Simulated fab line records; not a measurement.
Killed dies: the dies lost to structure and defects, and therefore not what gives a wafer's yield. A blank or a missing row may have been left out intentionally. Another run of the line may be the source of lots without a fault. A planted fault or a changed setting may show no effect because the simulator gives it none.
Chamber matching -- flow n5-finfet -- rie-diel-01 running N5_BEOL_M0_SAQP_ETCH_84: 4 sister chambers
The step etches SOC in N2/H2, target depth 100 nm, overetch 20 nm, time 150 s. 8 wafers are shown with their chamber, then 8 later ones without.

WAFERS PAIRED WITH THEIR CHAMBERS
wafer,chamber,showerhead-plenum-p-Torr (Torr),throttle-valve-pct (%)
L078.6,0,2.65,17.90
L082.2,1,2.71,17.87
L082.4,2,2.40,17.80
L082.5,2,2.40,17.80
L083.4,3,2.64,18.17
L083.5,3,2.64,18.17
L083.6,0,2.64,17.91
L084.1,1,2.71,17.89

WAFERS WITHOUT THEIR CHAMBER
wafer,showerhead-plenum-p-Torr (Torr),throttle-valve-pct (%)
L084.2,2.64,18.18
L084.4,2.40,17.80
L091.2,2.64,18.20
L091.4,2.63,17.93
L091.5,2.70,17.90
L093.1,2.63,17.94
L093.4,2.70,17.91
L093.5,2.63,17.96

THE CHAMBER EACH PASSED THROUGH
wafer,from the rows above,in truth
L084.2,3,3
L084.4,2,2
L091.2,3,3
L091.4,0,0
L091.5,1,1
L093.1,0,0
L093.4,1,1
L093.5,0,0
Correct placement for 8 of the 8. Not placeable from these rows: 0. Wrongly placed: 0.
How it was worked out, from the rows above alone: a wafer's distance from a chamber is the root of the sum, over the readings, of the square of ((its reading less the chamber's mean) divided by the reading's scatter). If the next closest chamber is less than 2 further off than the closest, the wafer can't be placed; otherwise it belongs to the closest. The mean given for a chamber averages the wafers shown for that chamber. How the scatter is found: for the shown wafers, subtract from each reading the mean of its chamber, square and add these, divide the total by (wafers less chambers), then take the root.
